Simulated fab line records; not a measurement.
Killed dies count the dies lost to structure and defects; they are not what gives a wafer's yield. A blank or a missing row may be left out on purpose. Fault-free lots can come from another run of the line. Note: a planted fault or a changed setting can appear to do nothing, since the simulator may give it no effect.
Problem report, 8D (eight disciplines) form, completed by code -- flow n5_finfet -- the parts of the form that need people (team, actions taken, sign-off) are left out

1. THE PROBLEM
Wafers without a fault read 1500.1 rpm, standard deviation 0.86; spin_speed_rpm at N5_BEOL_M9_COAT_22 reads a mean of 1582.9 rpm on 6 wafers belonging to 2 lots. That is +96 standard deviations from the usual mean.
The step: resist thk 30 nm.
First seen on wafer L296.2, day 16 05:30, on litho_track-04. Wafers with a number at this step in the record: 18, from 6 lots. Rule for "out", or "out of limits": more than 4 standard deviations from the usual mean. Any other wafer with a number is counted as sound.

2. WHAT IT IS, AND WHAT IT ISN'T
question,is,is not
which readings at this step,spin_speed_rpm,-
which lots,"L295, L296","L283, L286, L299, L301"
which wafers of those lots,all that have a number,-
read on which tools,litho_track-04,"litho_track-01, litho_track-03"
when,from day 16 05:30,"up to then (6 sound wafers); but 6 sound wafers of L299, L301 came after"

3. WHAT RULES OUT EACH SUSPECT
Counting: any tool at a process step up to the reading is kept as a suspect provided that every lot that is out went through it and no sound lot did after the first of them.
- litho_track-04 at N5_BEOL_M9_COAT_22 (resist thk 30 nm): kept. Every lot that is out went through it, starting with L296 (day 16 05:30), and after that it ran no sound lot; the last sound lot it ran before then is L283 (day 13 07:14). On those wafers its own readings are out: spin_speed_rpm.
Remaining after the count: litho_track-04 at N5_BEOL_M9_COAT_22.

4. THE CAUSE (what the simulator had put in)
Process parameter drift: litho_track-04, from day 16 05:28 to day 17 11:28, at N5_BEOL_M9_COAT_22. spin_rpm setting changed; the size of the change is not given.
Counting left only this tool.

5. SEQUENCE OF EFFECTS, ordered by route
One row per reading whose mean, taken over the struck wafers that have a number, lies over 3 standard deviations from the usual. Only readings for which the record gives a usual standard deviation are gone through. hours: the time from each lot's start at the first step in this table that gives one to its start at this step, as a median over the lots. sigmas: the change in usual standard deviations.
hours,step,reading,usual,on struck wafers,change,sigmas
0,N5_BEOL_M9_COAT_22,spin_speed_rpm,1500.1 rpm,1582.9,+82.8,+96
Its process steps:
- N5_BEOL_M9_COAT_22: resist thk 30 nm.
At these later measuring or inspecting steps, every struck wafer for which the step has a row has a number for every such reading, and none has moved that far: N5_BEOL_M9_CD_MEAS_28, N5_BEOL_M9_OVL_MEAS_29, N5_BEOL_M9_INSPECT_30.

6. WHAT WOULD HAVE CAUGHT IT SOONER
In this record the first reading out of limits was taken at day 16 05:30, 0 hours after the fault began at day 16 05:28.
